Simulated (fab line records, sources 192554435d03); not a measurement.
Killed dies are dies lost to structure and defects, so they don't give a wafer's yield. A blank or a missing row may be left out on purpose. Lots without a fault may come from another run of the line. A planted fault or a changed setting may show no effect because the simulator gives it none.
Chamber matching | flow n5_finfet | N5_HKMG_FIN_HK_ALD_01 on ald_hk-03: 4 sister chambers
The step deposits HfO2, target thk 1.6 nm, pulse time 3 s, purge time 3 s. 8 wafers are shown with their chamber, then 12 later ones without.

WAFERS WITH THEIR CHAMBER
wafer  | chamber | precursor_pulse_height_rel
L084.5 | 0       | 1.000
L087.6 | 1       | 0.983
L088.1 | 3       | 0.987
L088.3 | 2       | 1.028
L088.5 | 0       | 1.018
L090.1 | 2       | 1.007
L090.2 | 3       | 0.980
L090.5 | 1       | 1.011

WAFERS WITHOUT THEIR CHAMBER
wafer  | precursor_pulse_height_rel
L091.2 | 0.970
L091.3 | 0.960
L091.4 | 1.013
L092.2 | 1.020
L092.5 | 0.991
L092.6 | 0.979
L094.1 | 0.959
L094.4 | 1.029
L094.6 | 1.006
L096.1 | 0.999
L096.3 | 0.987
L096.4 | 1.014

WHICH CHAMBER EACH WENT THROUGH
wafer  | from the rows above               | in truth
L091.2 | can't be placed: 3 or 1 or 0      | 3
L091.3 | can't be placed: 3 or 1 or 0      | 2
L091.4 | can't be placed: 0 or 2 or 1 or 3 | 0
L092.2 | can't be placed: 2 or 0 or 1      | 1
L092.5 | can't be placed: 1 or 3 or 0 or 2 | 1
L092.6 | can't be placed: 3 or 1 or 0      | 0
L094.1 | can't be placed: 3 or 1 or 0      | 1
L094.4 | can't be placed: 2 or 0 or 1      | 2
L094.6 | can't be placed: 0 or 1 or 2 or 3 | 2
L096.1 | can't be placed: 1 or 0 or 3 or 2 | 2
L096.3 | can't be placed: 3 or 1 or 0 or 2 | 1
L096.4 | can't be placed: 2 or 0 or 1 or 3 | 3
Placed correctly: 0 of 12. Can't be placed from these rows: 12 (the true chamber is among the candidates in 11). Placed wrongly: 0.
How it was worked out, from the rows above alone: a wafer's distance from a chamber is the root of the sum, over the readings, of the square of ((its reading less the chamber's mean) divided by the reading's scatter). The wafer belongs to the nearest chamber; if the next one is less than 2 further off, it can't be placed. A chamber's mean is the mean of its shown wafers. The scatter: the root of (the sum of the squares of (reading less its chamber's mean) over the shown wafers, divided by (wafers less chambers)).
